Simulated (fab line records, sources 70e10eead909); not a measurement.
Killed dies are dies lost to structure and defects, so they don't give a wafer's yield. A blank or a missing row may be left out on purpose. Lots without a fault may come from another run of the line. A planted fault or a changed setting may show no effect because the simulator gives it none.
Chamber matching | flow nand_harc | NHARC_A_STAIRCASE_DESCUM_443 on rie_diel-04: 4 sister chambers
The step chemistry O2, time 3 s. 18 wafers are shown with their chamber, then 9 later ones without.

WAFERS WITH THEIR CHAMBER
wafer  | chamber | drypump_motor_current_A (A) | showerhead_plenum_p_Torr (Torr) | oes_product_au (a.u.)
L074.1 | 0       | 5.3                         | 1.87                            | 1.024
L074.3 | 3       | 6.1                         | 2.02                            | 1.004
L074.5 | 2       | 6.3                         | 2.07                            | 0.992
L076.1 | 1       | 6.0                         | 2.06                            | 0.994
L076.4 | 2       | 6.3                         | 2.06                            | 1.018
L076.6 | 2       | 6.3                         | 2.06                            | 0.996
L078.3 | 3       | 6.1                         | 2.02                            | 0.997
L078.4 | 1       | 6.0                         | 2.06                            | 0.985
L078.6 | 1       | 6.0                         | 2.06                            | 0.987
L077.3 | 2       | 6.3                         | 2.06                            | 0.985
L077.5 | 3       | 6.1                         | 2.02                            | 0.990
L077.6 | 2       | 6.3                         | 2.06                            | 0.994
L088.1 | 2       | 6.3                         | 2.05                            | 0.988
L088.2 | 1       | 6.0                         | 2.05                            | 0.993
L088.5 | 3       | 6.0                         | 2.01                            | 0.998
L088.3 | 3       | 6.0                         | 2.01                            | 0.988
L088.4 | 0       | 5.3                         | 1.86                            | 1.012
L088.6 | 2       | 6.3                         | 2.05                            | 0.993

SIGNATURES (means of the wafers above)
reading                  | chamber 0 | chamber 1 | chamber 2 | chamber 3 | scatter within a chamber
drypump_motor_current_A  | 5.300     | 6.000     | 6.300     | 6.060     | 0.0293
showerhead_plenum_p_Torr | 1.8650    | 2.0575    | 2.0586    | 2.0160    | 0.00616
oes_product_au           | 1.01800   | 0.98975   | 0.99514   | 0.99540   | 0.00841
Rule: a wafer's distance from a chamber is the root of the sum, over the readings, of the square of ((its reading less the chamber's mean) divided by the reading's scatter). The wafer belongs to the nearest chamber; if the next one is less than 2 further off, it can't be placed. The scatter: the root of (the sum of the squares of (reading less its chamber's mean) over the shown wafers, divided by (wafers less chambers)).

WAFERS WITHOUT THEIR CHAMBER
wafer  | drypump_motor_current_A (A) | showerhead_plenum_p_Torr (Torr) | oes_product_au (a.u.)
L091.1 | 6.3                         | 2.05                            | 0.991
L091.4 | 5.3                         | 1.86                            | 1.012
L091.6 | 6.3                         | 2.05                            | 0.987
L093.2 | 6.3                         | 2.05                            | 0.987
L093.3 | 5.3                         | 1.85                            | 1.009
L093.4 | 6.1                         | 2.01                            | 0.994
L096.1 | 6.3                         | 2.04                            | 0.991
L096.4 | 5.3                         | 1.85                            | 1.015
L096.5 | 5.3                         | 1.85                            | 1.016

WHICH CHAMBER EACH WENT THROUGH
wafer  | from the rows above | in truth
L091.1 | 2                   | 2
L091.4 | 0                   | 0
L091.6 | 2                   | 2
L093.2 | 2                   | 2
L093.3 | 0                   | 0
L093.4 | 3                   | 3
L096.1 | 2                   | 2
L096.4 | 0                   | 0
L096.5 | 0                   | 0
Placed correctly: 9 of 9. Can't be placed from these rows: 0. Placed wrongly: 0.
